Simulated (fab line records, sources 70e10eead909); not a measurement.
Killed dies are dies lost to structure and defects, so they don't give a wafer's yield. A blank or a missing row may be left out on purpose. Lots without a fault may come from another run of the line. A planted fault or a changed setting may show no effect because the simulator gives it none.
Chamber matching | flow nand_harc | NHARC_A_CONTACT_DEP_29 on pecvd-04: 3 sister chambers
The step deposits SiON, target thk 100 nm. 3 wafers are shown with their chamber, then 11 later ones without.

WAFERS WITH THEIR CHAMBER
wafer  | chamber | showerhead_vpp_V (V)
L087.4 | 0       | 1301
L091.4 | 1       | 1161
L088.3 | 2       | 1150

WAFERS WITHOUT THEIR CHAMBER
wafer  | showerhead_vpp_V (V)
L088.4 | 1188
L088.6 | 1177
L093.4 | 1172
L093.5 | 1158
L093.6 | 1300
L092.4 | 1182
L092.5 | 1268
L092.6 | 1165
L095.2 | 1164
L095.5 | 1296
L095.6 | 1146

WHICH CHAMBER EACH WENT THROUGH
wafer  | from the rows above     | in truth
L088.4 | can't be placed: 1 or 2 | 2
L088.6 | can't be placed: 1 or 2 | 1
L093.4 | can't be placed: 1 or 2 | 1
L093.5 | can't be placed: 1 or 2 | 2
L093.6 | 0                       | 0
L092.4 | can't be placed: 1 or 2 | 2
L092.5 | 0                       | 0
L092.6 | can't be placed: 1 or 2 | 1
L095.2 | can't be placed: 1 or 2 | 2
L095.5 | 0                       | 0
L095.6 | can't be placed: 2 or 1 | 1
Placed correctly: 3 of 11. Can't be placed from these rows: 8 (the true chamber is among the candidates in 8). Placed wrongly: 0.
How it was worked out, from the rows above alone: a wafer's distance from a chamber is the root of the sum, over the readings, of the square of ((its reading less the chamber's mean) divided by the reading's scatter). The wafer belongs to the nearest chamber; if the next one is less than 2 further off, it can't be placed. A chamber's mean is the mean of its shown wafers. The scatter: with one shown wafer a chamber, the root of the mean of the squares of how far each hidden wafer lies from its nearest shown one.
